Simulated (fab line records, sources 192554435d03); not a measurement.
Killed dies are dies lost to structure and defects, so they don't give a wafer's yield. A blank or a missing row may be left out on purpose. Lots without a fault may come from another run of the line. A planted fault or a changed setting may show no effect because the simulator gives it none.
A struck lot beside a sound one | flow n5_finfet | 17 steps out of a route of 1938
Sound: wafers L686.1, L686.3, L686.6. Struck: wafers L685.2, L685.4, L685.6. The cause comes at the end.
At each step with rows: each side's tool, then ch and its chambers, then its first start. Under that, the readings that differ: sound wafers | struck wafers | difference of the means | sigmas: that difference in standard deviations of wafers without a fault.
alike: readings whose means differ by less than 2 such deviations, and words and numbers that are the same on both sides. not compared: withheld readings, readings that some wafer has no value for, bounds like >300 that may hide the same value, and numbers for which the record gives no deviation and whose values overlap.
The two part at a step that has a row with sigmas, a row that says differs or no value, or rows on one side only. Numbers that don't overlap but have no deviation are shown without sigmas and don't part them. A reading that every wafer of one side lacks parts them only if that side has two wafers or more.

first, 8 steps without rows for these wafers: N5_SDB_COAT_03 (time 60 s, resist thk 100 nm); N5_SDB_COAT_04 (time 60 s, resist thk 18 nm); N5_SDB_COAT_05 (resist thk 90 nm); N5_SDB_EBR_07; N5_SDB_SOFTBAKE_06 (time 60 s); N5_SDB_EXPOSE_08 (exposes mask SDB); N5_SDB_PEB_09 (peb time 60 s); N5_SDB_DEVELOP_10 (develop time 30 s).
N5_SDB_CD_MEAS_11: target cd 50 nm.
  sound on cd_sem-03 ch 0, day 7 01:07; struck on cd_sem-02 ch 0, day 6 20:35
  reading    | sound          | struck         | difference | sigmas
  cd_nm (nm) | 49.1 49.3 49.7 | 52.1 50.9 52.6 | +2.5       | +2
N5_SDB_OVL_MEAS_12:
  sound on overlay-01 ch 0, day 7 01:08; struck on overlay-01 ch 0, day 6 20:37
  alike: SDB_OVL
N5_SDB_INSPECT_13: inspects for defects (brightfield).
  sound on defect_inspect-01, day 7 01:10; struck on defect_inspect-01, day 6 20:38
  alike: raw_defect_count
N5_SDB_DESCUM_16: chemistry O2, time 7.9 s.
  sound on rie_diel-05 ch 0,2, day 7 01:12; struck on rie_diel-06 ch 0,1, day 6 20:40
  alike: bias_power_w, drypump_motor_current_A, oes_product_au, rf_vpp_V, showerhead_plenum_p_Torr, throttle_valve_pct
  not compared: rf_hours_counter_h
N5_SDB_ETCH_17: etches SiARC in CF4, target depth 23.4 nm, time 39 s.
  sound on rie_diel-05 ch 0,2, day 7 01:14; struck on rie_diel-06 ch 0,1, day 6 20:43
  no value came back on the struck wafers for any of 8 readings (bias_w (W), cf4_flow_sccm (sccm) and others); on the sound wafers bias_w (W) reads 36.26 36.06 35.99
  reading                                  | sound          | struck         | difference | sigmas
  model.CAR-ArF_of_SDB_COAT_05.thk_nm (nm) | 66.4 66.6 66.4 | 83.2 83.4 83.4 | +16.9      |
  not compared: rf_hours_counter_h
N5_SDB_ETCH_18: etches SOC in N2/H2, target depth 100 nm, overetch 20 nm, time 150 s.
  sound on rie_diel-05 ch 0,2, day 7 01:16; struck on rie_diel-06 ch 0,1, day 6 20:44
  reading               | sound          | struck         | difference | sigmas
  oes_product_au (a.u.) | 0.65 0.63 0.65 | 0.32 0.34 0.34 | -0.31      | -4
  alike: bias_w, chamber_pressure_mTorr, drypump_motor_current_A, rf_vpp_V, showerhead_plenum_p_Torr, throttle_valve_pct
  not compared: rf_hours_counter_h
then, 1 step without rows for these wafers: N5_SDB_STRIP_19 (strips in N2/H2).
N5_BEOL_M4_RC_MEAS_101:
  the record has rows for the sound wafers here (prober-02 ch 0, day 11 22:07) and none for the struck ones
-- the record jumps here: 10 days lie between the struck wafers' starts before and after (it left off in module BEOL_M4 and takes up again in module PASSIVATION, whose first step shown is number 1936 of the route) --
N5_PASSIVATION_PROBE_49:
  sound on prober-02, day 16 06:10; struck on prober-02, day 17 01:15
  reading                  | sound | struck         | difference | sigmas
  defect_limited_yield (%) | 90.3  | 0 0 0          | -90        | -64
  killed_at_front_end      | 58    | 1146 1130 1138 | +1080      | +90
  killed_dies              | 115   | 1180 1180 1180 | +1065      | +67
  killed_on_rim            | 15    | 152 152 152    | +137       | +33
  killed_open              | 77    | 44 49 54       | -28        | -2
  sort_bin_5_function (%)  | 5.9   | 97.4 97.8 97.0 | +91.5      | +99 or more
  sort_n_pass              | 1065  | 0 0 0          | -1065      | -63
  sort_yield_pct (%)       | 90.3  | 0 0 0          | -90        | -64
  alike: killed_at_M0_to_M3, killed_at_M4_up, killed_at_contacts, killed_at_other, killed_short, sort_bin_6_memory

WHERE THEY PART
First at N5_SDB_CD_MEAS_11; last, within this record, at N5_PASSIVATION_PROBE_49.

WHY: what the simulator had put in
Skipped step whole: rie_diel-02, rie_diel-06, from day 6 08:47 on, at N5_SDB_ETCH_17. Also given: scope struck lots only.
